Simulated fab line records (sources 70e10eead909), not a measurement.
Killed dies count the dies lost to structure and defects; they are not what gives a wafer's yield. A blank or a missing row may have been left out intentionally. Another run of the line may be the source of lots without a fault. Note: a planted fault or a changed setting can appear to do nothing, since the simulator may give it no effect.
Which of the tools did it?	flow nand harc	24 lots, 72 wafers sampled, at 6 steps of a route of 1159

WHAT THE GAUGES READ, wafer by wafer
The record lacks any reading of a measuring or inspecting step that a usual standard deviation could be used to judge.

EACH LOT AND THE TOOL THAT RAN IT (in order: tool; ch and the chambers of the sampled wafers; start)
lot	NHARC_P_BONDPAD_CMP_32	NHARC_A_CHANNEL_HOLE_D1_ETCH_38	NHARC_A_STAIRCASE_TRIM_14	NHARC_A_STAIRCASE_ETCH_17	NHARC_A_STAIRCASE_ETCH_197	NHARC_A_STAIRCASE_ETCH_199
L074	cmp-04 ch 0,2,3, day 6 03:21	rie diel-07 ch 0,3, day 8 03:19	rie diel-09 ch 1,3, no start	rie diel-09 ch 1,2,3, no start	rie diel-08 ch 1,2, no start	rie diel-08 ch 1,2,3, no start
L075	cmp-02 ch 1,3, day 6 04:18	rie diel-06 ch 1,2,3, day 8 01:42	rie diel-01 ch 2,3, no start	rie diel-01 ch 0,1,3, no start	rie diel-01 ch 0,3, no start	rie diel-01 ch 0,1, no start
L076	cmp-02 ch 0,1, day 7 02:11	rie diel-07 ch 1,2, day 8 23:29	rie diel-08 ch 0,2,3, no start	rie diel-08 ch 0,2,3, no start	rie diel-08 ch 0,3, no start	rie diel-08 ch 0,1, no start
L077	cmp-04 ch 0,1,2, day 7 02:21	rie diel-05 ch 1,2,3, day 8 23:47	rie diel-09 ch 0,1,3, no start	rie diel-09 ch 0,1, no start	rie diel-08 ch 0,1,3, no start	rie diel-08 ch 1,2,3, no start
L079	cmp-02 ch 0,1, day 7 16:43	rie diel-06 ch 0,2,3, day 9 14:39	rie diel-09 ch 0,3, no start	rie diel-09 ch 1,2,3, no start	rie diel-01 ch 2,3, no start	rie diel-01 ch 0,2,3, no start
L078	cmp-02 ch 0,3, day 7 17:34	rie diel-07 ch 0,3, day 9 14:29	rie diel-08 ch 0,1,3, no start	rie diel-08 ch 0,1,3, no start	rie diel-08 ch 0,1, no start	rie diel-08 ch 0,2,3, no start
L080	cmp-03 ch 1,2,3, day 7 23:26	rie diel-05 ch 0,1,2, day 9 19:56	rie diel-09 ch 1,2,3, no start	rie diel-09 ch 1,2,3, no start	rie diel-01 ch 0,1,2, no start	rie diel-01 ch 0,1,3, no start
L081	cmp-03 ch 1,2, day 8 07:20	rie diel-05 ch 0,1,2, day 10 06:49	rie diel-08 ch 0,3, no start	rie diel-08 ch 0,1, no start	rie diel-08 ch 0,1,3, no start	rie diel-08 ch 0,1, no start
L082	cmp-04 ch 0,2, day 8 08:27	rie diel-07 ch 0,2,3, day 10 05:35	rie diel-09 ch 1,3, no start	rie diel-09 ch 0,3, no start	rie diel-01 ch 0,2, no start	rie diel-01 ch 0,2,3, no start
L083	cmp-03 ch 0,3, day 8 15:05	rie diel-06 ch 0,1,2, day 10 12:10	rie diel-01 ch 0,1,3, no start	rie diel-01 ch 1,2,3, no start	rie diel-08 ch 1,3, no start	rie diel-08 ch 0,1, no start
L084	cmp-03 ch 0,1,2, day 8 15:26	rie diel-06 ch 0,1,3, day 10 13:16	rie diel-09 ch 0,2,3, no start	rie diel-09 ch 0,1,2, no start	rie diel-08 ch 0,3, no start	rie diel-08 ch 0,1, no start
L087	cmp-03 ch 1,2,3, day 9 18:01	rie diel-06 ch 0,2,3, day 11 14:51	rie diel-08 ch 0,2,3, no start	rie diel-08 ch 1,2,3, no start	rie diel-08 ch 0,2,3, no start	rie diel-08 ch 0,1,2, no start
L086	cmp-04 ch 0,3, day 9 18:26	rie diel-07 ch 1,2,3, day 11 15:11	rie diel-09 ch 0,1,2, no start	rie diel-09 ch 1,2, no start	rie diel-09 ch 0,3, no start	rie diel-09 ch 0,3, no start
L085	cmp-03 ch 1,2,3, day 9 18:50	rie diel-05 ch 0,2,3, day 11 13:55	rie diel-08 ch 0,1, no start	rie diel-08 ch 0,2, no start	rie diel-08 ch 0,1,2, no start	rie diel-08 ch 0,3, no start
L088	cmp-03 ch 0,2,3, day 9 21:58	rie diel-05 ch 0,1,2, day 11 20:11	rie diel-09 ch 0,1,3, no start	rie diel-09 ch 0,1,2, no start	rie diel-09 ch 1,2,3, no start	rie diel-09 ch 0,1,2, no start
L089	cmp-02 ch 0,2,3, day 10 04:51	rie diel-05 ch 0,2,3, day 12 02:20	rie diel-09 ch 1,2, no start	rie diel-09 ch 1,2,3, no start	rie diel-08 ch 0,1, no start	rie diel-08 ch 0,1,2, no start
L091	cmp-03 ch 0,3, day 10 12:51	rie diel-05 ch 1,2,3, day 12 10:44	rie diel-09 ch 1,2, no start	rie diel-09 ch 1,2,3, no start	rie diel-08 ch 0,2,3, no start	rie diel-08 ch 0,3, no start
L090	cmp-04 ch 2,3, day 10 16:36	rie diel-06 ch 0,2,3, day 12 11:01	rie diel-08 ch 0,2,3, no start	rie diel-08 ch 0,1, no start	rie diel-09 ch 0,1,2, no start	rie diel-09 ch 1,3, no start
L092	cmp-04 ch 0,2,3, day 10 18:24	rie diel-06 ch 0,1,3, day 12 18:58	rie diel-08 ch 0,1,2, no start	rie diel-08 ch 1,2,3, no start	rie diel-01 ch 0,2, no start	rie diel-01 ch 0,1,2, no start
L093	cmp-04 ch 0,1,3, day 11 02:11	rie diel-07 ch 1,2,3, day 12 19:14	rie diel-08 ch 0,2,3, no start	rie diel-08 ch 0,1, no start	rie diel-01 ch 1,2,3, no start	rie diel-01 ch 1,2,3, no start
L094	cmp-04 ch 0,1,3, day 11 11:32	rie diel-06 ch 0,2,3, day 13 10:21	rie diel-08 ch 0,1,3, no start	rie diel-08 ch 0,2, no start	rie diel-01 ch 0,2,3, no start	rie diel-01 ch 0,1, no start
L096	cmp-04 ch 0,3, day 11 12:19	rie diel-05 ch 1,3, day 13 12:13	rie diel-01 ch 1,2,3, no start	rie diel-01 ch 1,2,3, no start	rie diel-01 ch 0,2,3, no start	rie diel-01 ch 0,1,3, no start
L095	cmp-03 ch 0,1,2, day 11 13:07	rie diel-05 ch 0,1,3, day 13 09:01	rie diel-08 ch 2,3, no start	rie diel-08 ch 2,3, no start	rie diel-08 ch 0,1, no start	rie diel-08 ch 0,1,3, no start
L097	cmp-04 ch 0,1,2, day 12 00:25	rie diel-07 ch 0,1,2, day 14 01:26	rie diel-08 ch 0,3, no start	rie diel-08 ch 1,2, no start	rie diel-01 ch 0,1,3, no start	rie diel-01 ch 1,2, no start
- NHARC_P_BONDPAD_CMP_32: polishes SiCN, target thk 200 nm.
- NHARC_A_CHANNEL_HOLE_D1_ETCH_38: etches the open film in CF4, target depth 39 nm, time 65 s.
- NHARC_A_STAIRCASE_TRIM_14: chemistry O2, time 211.2 s.
- NHARC_A_STAIRCASE_ETCH_17: etches the open film in C4F8/O2, target depth 100 nm, time 40.5 s.
- NHARC_A_STAIRCASE_ETCH_197: etches the open film in C4F8/O2, target depth 100 nm, time 40.5 s.
- NHARC_A_STAIRCASE_ETCH_199: etches the open film in C4F8/O2, target depth 100 nm, time 40.5 s.

WHAT THE TOOLS THEMSELVES READ (means of the sampled wafers that have a number; where no wafer has one, the mark that the record gives instead)
NHARC_P_BONDPAD_CMP_32. Usual: motor current A 12.0 A, standard deviation 1; slurry filter dp kPa 13.50 kPa, standard deviation 0.14.
lot	tool	motor current A (A)	slurry filter dp kPa (kPa)	flag
L074	cmp-04	11.9	13.49	
L075	cmp-02	10.6	13.51	
L076	cmp-02	11.3	13.50	
L077	cmp-04	10.9	13.44	
L079	cmp-02	10.5	13.68	
L078	cmp-02	11.7	13.49	
L080	cmp-03	12.5	13.49	
L081	cmp-03	13.1	13.55	
L082	cmp-04	10.9	13.58	
L083	cmp-03	13.4	13.46	
L084	cmp-03	12.5	13.65	
L087	cmp-03	13.0	13.40	
L086	cmp-04	12.5	13.49	
L085	cmp-03	12.9	13.53	
L088	cmp-03	13.1	13.45	
L089	cmp-02	12.4	13.45	
L091	cmp-03	13.2	13.46	
L090	cmp-04	12.4	13.60	
L092	cmp-04	11.7	13.36	
L093	cmp-04	11.5	13.59	
L094	cmp-04	11.3	13.56	
L096	cmp-04	11.7	13.61	
L095	cmp-03	12.9	13.35	
L097	cmp-04	11.0	13.34	

NHARC_A_CHANNEL_HOLE_D1_ETCH_38. Usual: drypump motor current A 5.7 A, standard deviation 0.45; oes product au 1.001 a.u., standard deviation 0.0094; rf vpp V 151.2 V, standard deviation 1.2; showerhead plenum p Torr 1.77 Torr, standard deviation 0.07; throttle valve pct 13.285 %, standard deviation 0.0089.
lot	tool	drypump motor current A (A)	oes product au (a.u.)	rf vpp V (V)	showerhead plenum p Torr (Torr)	throttle valve pct (%)	flag
L074	rie diel-07	6.3	1.004	151.1	1.74	13.287	
L075	rie diel-06	5.5	0.991	150.2	1.67	13.285	
L076	rie diel-07	6.1	0.986	152.4	1.85	13.285	
L077	rie diel-05	5.5	1.012	151.5	1.77	13.283	
L079	rie diel-06	5.5	1.000	150.8	1.73	13.278	
L078	rie diel-07	6.4	0.997	150.8	1.76	13.277	
L080	rie diel-05	5.4	1.009	151.0	1.79	13.282	
L081	rie diel-05	5.4	1.009	150.5	1.79	13.281	
L082	rie diel-07	6.4	0.992	151.5	1.78	13.295	
L083	rie diel-06	5.8	1.004	150.0	1.73	13.279	
L084	rie diel-06	5.6	1.004	150.2	1.72	13.294	
L087	rie diel-06	5.5	1.004	150.8	1.73	13.284	
L086	rie diel-07	6.1	0.992	150.5	1.81	13.283	
L085	rie diel-05	5.4	1.004	151.7	1.80	13.285	
L088	rie diel-05	5.4	1.012	152.1	1.79	13.288	
L089	rie diel-05	5.4	1.009	151.6	1.80	13.285	
L091	rie diel-05	5.5	1.009	151.4	1.77	13.281	
L090	rie diel-06	5.5	1.003	150.6	1.73	13.280	
L092	rie diel-06	5.6	1.005	150.6	1.72	13.295	
L093	rie diel-07	6.1	0.999	151.8	1.81	13.289	
L094	rie diel-06	5.5	1.000	150.6	1.73	13.292	
L096	rie diel-05	5.5	1.011	151.6	1.76	13.289	
L095	rie diel-05	5.4	1.005	150.6	1.79	13.296	
L097	rie diel-07	6.3	0.992	151.9	1.82	13.293	

NHARC_A_STAIRCASE_TRIM_14. Usual: drypump motor current A 5.58 A, standard deviation 0.3; oes product au 0.997 a.u., standard deviation 0.0099; rf vpp V 57.8 V, standard deviation 0.82; showerhead plenum p Torr 3.49 Torr, standard deviation 0.12; throttle valve pct 17.037 %, standard deviation 0.0098.
lot	tool	drypump motor current A (A)	oes product au (a.u.)	rf vpp V (V)	showerhead plenum p Torr (Torr)	throttle valve pct (%)	flag
L074	rie diel-09	5.89	0.994	58.5	3.60	17.032	
L075	rie diel-01	5.27	0.994	57.8	3.65	17.034	
L076	rie diel-08	5.73	0.998	58.5	3.44	17.044	
L077	rie diel-09	5.53	1.008	58.0	3.54	17.033	
L079	rie diel-09	5.67	0.997	58.4	3.57	17.041	
L078	rie diel-08	5.67	0.985	57.7	3.39	17.035	
L080	rie diel-09	5.75	0.987	57.7	3.52	17.038	
L081	rie diel-08	5.78	0.978	56.8	3.33	17.033	
L082	rie diel-09	5.89	0.992	57.0	3.60	17.043	
L083	rie diel-01	5.38	0.998	58.1	3.65	17.046	
L084	rie diel-09	5.55	0.998	57.9	3.49	17.045	
L087	rie diel-08	5.70	0.992	58.1	3.43	17.040	
L086	rie diel-09	5.42	1.003	57.3	3.45	17.033	
L085	rie diel-08	5.57	0.993	57.7	3.43	17.041	
L088	rie diel-09	5.53	0.995	57.5	3.53	17.038	
L089	rie diel-09	5.61	0.997	57.0	3.47	17.033	
L091	rie diel-09	5.59	0.998	57.3	3.47	17.039	
L090	rie diel-08	5.71	0.995	57.3	3.43	17.030	
L092	rie diel-08	5.60	0.991	58.0	3.48	17.032	
L093	rie diel-08	5.72	0.997	58.3	3.43	17.041	
L094	rie diel-08	5.67	0.990	56.8	3.37	17.029	
L096	rie diel-01	5.47	1.000	58.3	3.67	17.040	
L095	rie diel-08	5.71	1.001	57.6	3.41	17.044	
L097	rie diel-08	5.78	0.996	57.0	3.32	17.035	

NHARC_A_STAIRCASE_ETCH_17. Usual: oes product au 0.936 a.u., standard deviation 0.011; rf vpp V 894 V, standard deviation 4.7.
lot	tool	oes product au (a.u.)	rf vpp V (V)	flag
L074	rie diel-09	0.947	896	
L075	rie diel-01	0.936	901	
L076	rie diel-08	0.934	891	
L077	rie diel-09	0.947	894	
L079	rie diel-09	0.949	895	
L078	rie diel-08	0.936	891	
L080	rie diel-09	0.938	896	
L081	rie diel-08	0.932	893	
L082	rie diel-09	0.917	898	
L083	rie diel-01	0.933	901	
L084	rie diel-09	0.935	894	
L087	rie diel-08	0.940	893	
L086	rie diel-09	0.943	893	
L085	rie diel-08	0.933	896	
L088	rie diel-09	0.932	893	
L089	rie diel-09	0.930	895	
L091	rie diel-09	0.942	895	
L090	rie diel-08	0.929	890	
L092	rie diel-08	0.946	895	
L093	rie diel-08	0.938	891	
L094	rie diel-08	0.927	893	
L096	rie diel-01	0.943	901	
L095	rie diel-08	0.930	892	
L097	rie diel-08	0.940	897	

NHARC_A_STAIRCASE_ETCH_197. Usual: oes product au 0.942 a.u., standard deviation 0.018; rf vpp V 895 V, standard deviation 5.3.
lot	tool	oes product au (a.u.)	rf vpp V (V)	flag
L074	rie diel-08	0.977	897	
L075	rie diel-01	0.934	899	
L076	rie diel-08	0.938	889	
L077	rie diel-08	0.914	891	
L079	rie diel-01	0.934	900	
L078	rie diel-08	0.922	890	
L080	rie diel-01	0.974	900	
L081	rie diel-08	0.922	891	
L082	rie diel-01	0.929	896	
L083	rie diel-08	0.933	890	
L084	rie diel-08	0.924	889	
L087	rie diel-08	0.950	892	
L086	rie diel-09	0.933	895	
L085	rie diel-08	0.935	895	
L088	rie diel-09	0.943	895	
L089	rie diel-08	0.963	890	
L091	rie diel-08	0.943	892	
L090	rie diel-09	0.967	893	
L092	rie diel-01	0.938	898	
L093	rie diel-01	0.944	900	
L094	rie diel-01	0.946	897	
L096	rie diel-01	0.964	898	
L095	rie diel-08	0.933	892	
L097	rie diel-01	0.953	900	

NHARC_A_STAIRCASE_ETCH_199. Usual: oes product au 0.940 a.u., standard deviation 0.015; rf vpp V 895 V, standard deviation 5.3.
lot	tool	oes product au (a.u.)	rf vpp V (V)	flag
L074	rie diel-08	0.956	895	
L075	rie diel-01	0.944	901	
L076	rie diel-08	0.943	893	
L077	rie diel-08	0.932	895	
L079	rie diel-01	0.950	899	
L078	rie diel-08	0.933	892	
L080	rie diel-01	0.965	901	
L081	rie diel-08	0.916	891	
L082	rie diel-01	0.933	899	
L083	rie diel-08	0.925	891	
L084	rie diel-08	0.933	891	
L087	rie diel-08	0.937	894	
L086	rie diel-09	0.918	896	
L085	rie diel-08	0.921	889	
L088	rie diel-09	0.947	893	
L089	rie diel-08	0.959	895	
L091	rie diel-08	0.945	888	
L090	rie diel-09	0.951	897	
L092	rie diel-01	0.940	899	
L093	rie diel-01	0.938	902	
L094	rie diel-01	0.939	902	
L096	rie diel-01	0.957	899	
L095	rie diel-08	0.924	891	
L097	rie diel-01	0.950	902	

THE ANSWER, worked out from the rows above alone
Rule: a lot counts as off when the mean over its wafers that have a number is more than 3 standard deviations away from the usual mean. Also off: a lot with no number at a reading for which 4 or more lots have one. The other lots that the step has rows for count as sound. The gauges are gone through in route order, then the tools' own readings, and for those a lot's mean is taken as printed above. At the first step where some lot is off, the reading lying furthest off is the one used; lots without a number count as furthest.
Nothing can be told from this: no lot is off at any reading shown.

WHAT THE SIMULATOR HAD INSERTED
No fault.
